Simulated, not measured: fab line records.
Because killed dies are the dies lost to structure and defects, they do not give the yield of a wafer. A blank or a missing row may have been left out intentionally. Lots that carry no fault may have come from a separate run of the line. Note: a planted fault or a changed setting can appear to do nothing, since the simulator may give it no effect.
Struck lot and sound lot, side by side | flow n5 finfet | 16 steps out of a route of 1938
Sound: wafers L873.1, L873.2, L873.5. Struck: wafer L878.6. (L878.3 of the same lot was not struck and is left out.) The cause comes at the end.
For every step that has rows: the tool of each side, followed by ch and its chambers, followed by its first start. Under that, the readings that differ: sound wafers | struck wafers | difference of the means | sigmas: that difference in standard deviations of wafers without a fault.
alike: readings with means less than 2 such deviations apart, plus words and numbers identical on both sides. not compared: withheld readings, readings lacking a value on some wafer, bounds such as >300 that could conceal the same value, and numbers that have no deviation in the record and whose values overlap.
A row with sigmas, a row that says differs or no value, or rows on one side alone: a step with any of these is where the two part. Numbers that don't overlap but have no deviation are shown without sigmas and don't part them. Lack of a reading on every wafer of one side parts them only where that side has two or more wafers.

first, 7 steps without rows for these wafers: N5_BEOL_M2_COAT_73 (time 60 s, resist thk 5 nm); N5_BEOL_M2_COAT_05 (resist thk 30 nm); N5_BEOL_M2_EBR_07; N5_BEOL_M2_SOFTBAKE_06 (time 60 s); N5_BEOL_M2_EXPOSE_08 (exposes mask M2); N5_BEOL_M2_PEB_09 (peb time 60 s); N5_BEOL_M2_DEVELOP_10 (develop time 30 s).
N5_BEOL_M2_CD_MEAS_11: the cd target is 16.79 nm.
  sound on cd sem-01 ch 0, day 9 03:40; struck on cd sem-01 ch 0, day 10 01:41
  alike: cd nm
N5_BEOL_M2_OVL_MEAS_12:
  sound on overlay-02 ch 0, day 9 03:41; struck on overlay-01 ch 0, day 10 01:44
  alike: M2_OVL
N5_BEOL_M2_INSPECT_13: inspects for defects (brightfield).
  sound on defect inspect-01 at day 9 03:45; struck on defect inspect-02 at day 10 01:47
  alike: raw defect count
N5_BEOL_M2_DESCUM_16: chemistry O2, time 7 s.
  sound on rie diel-04 ch 1,2,3, day 9 03:47; struck on rie diel-04 ch 0, day 10 01:59
  alike: drypump motor current A, oes product au, rf vpp V, showerhead plenum p Torr, throttle valve pct
  not compared: rf hours counter h
N5_BEOL_M2_ETCH_74: etches underlayer in N2/H2, target depth 6.5 nm, time 5.2 s.
  sound on rie diel-04 ch 1,2,3, day 9 03:49; struck on rie diel-04 ch 0, day 10 02:01
  alike: drypump motor current A, etch rf on time s, n2 flow sccm, oes product au, rf vpp V, showerhead plenum p Torr, throttle valve pct
  not compared: rf hours counter h
N5_BEOL_M2_ETCH_63: etches SiARC in CF4, target depth 15.6 nm, time 26 s.
  sound on rie diel-04 ch 1,2,3, day 9 03:50; struck on rie diel-04 ch 0, day 10 02:02
  reading               | sound          | struck | difference | sigmas
  etch rf on time s (s) | 27.0 26.5 26.5 | 31.7   | +5.0       | +10
  alike: cf4 flow sccm, drypump motor current A, oes product au, rf vpp V, showerhead plenum p Torr, throttle valve pct
  not compared: rf hours counter h
N5_BEOL_M2_ETCH_64: etches SOC in N2/H2, target depth 75 nm, overetch 22.5 nm, time 121.9 s.
  sound on rie diel-04 ch 1,2,3, day 9 03:52; struck on rie diel-04 ch 0, day 10 02:04
  alike: drypump motor current A, n2 flow sccm, oes product au, rf vpp V, showerhead plenum p Torr, throttle valve pct
  not compared: rf hours counter h
-- here the record skips 3 days between the struck wafers' starts before and after, leaving off in module BEOL_M2 and picking up in module BEOL_M4 (first step shown: number 1111 of the route) --
N5_BEOL_M4_RC_MEAS_101:
  sound on prober-01 ch 0, day 12 08:56; struck on prober-01 ch 0, day 12 23:16
  alike: DIBL_N, DIBL_P, IOFF_N, IOFF_P, ION_N, ION_P, SS_N, SS_P, VT_N, VT_P
-- a jump in the record: the struck wafers' starts before and after are 4 days apart (it breaks off in module BEOL_M4 and resumes in module PASSIVATION, where the first step shown is number 1936 of the route) --
N5_PASSIVATION_PROBE_49:
  sound on prober-02 at day 16 21:35; struck on prober-01 at day 17 08:37
  alike: defect limited yield, killed_at_M0_to_M3, killed_at_M4_up, killed at contacts, killed at front end, killed at other, killed dies, killed on rim, killed open, killed short, sort_bin_5_function, sort_bin_6_memory, sort_bin_8_speed, sort n pass, sort yield pct

## WHERE THEY PART
Only at N5_BEOL_M2_ETCH_63, within this record. Later steps at which nothing parts them and some readings are alike: N5_BEOL_M2_ETCH_64, N5_BEOL_M4_RC_MEAS_101, N5_PASSIVATION_PROBE_49.

WHY: the cause the simulator had injected
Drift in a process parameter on rie diel-04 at N5_BEOL_M2_ETCH_63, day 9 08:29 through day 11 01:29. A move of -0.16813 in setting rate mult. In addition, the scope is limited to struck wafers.
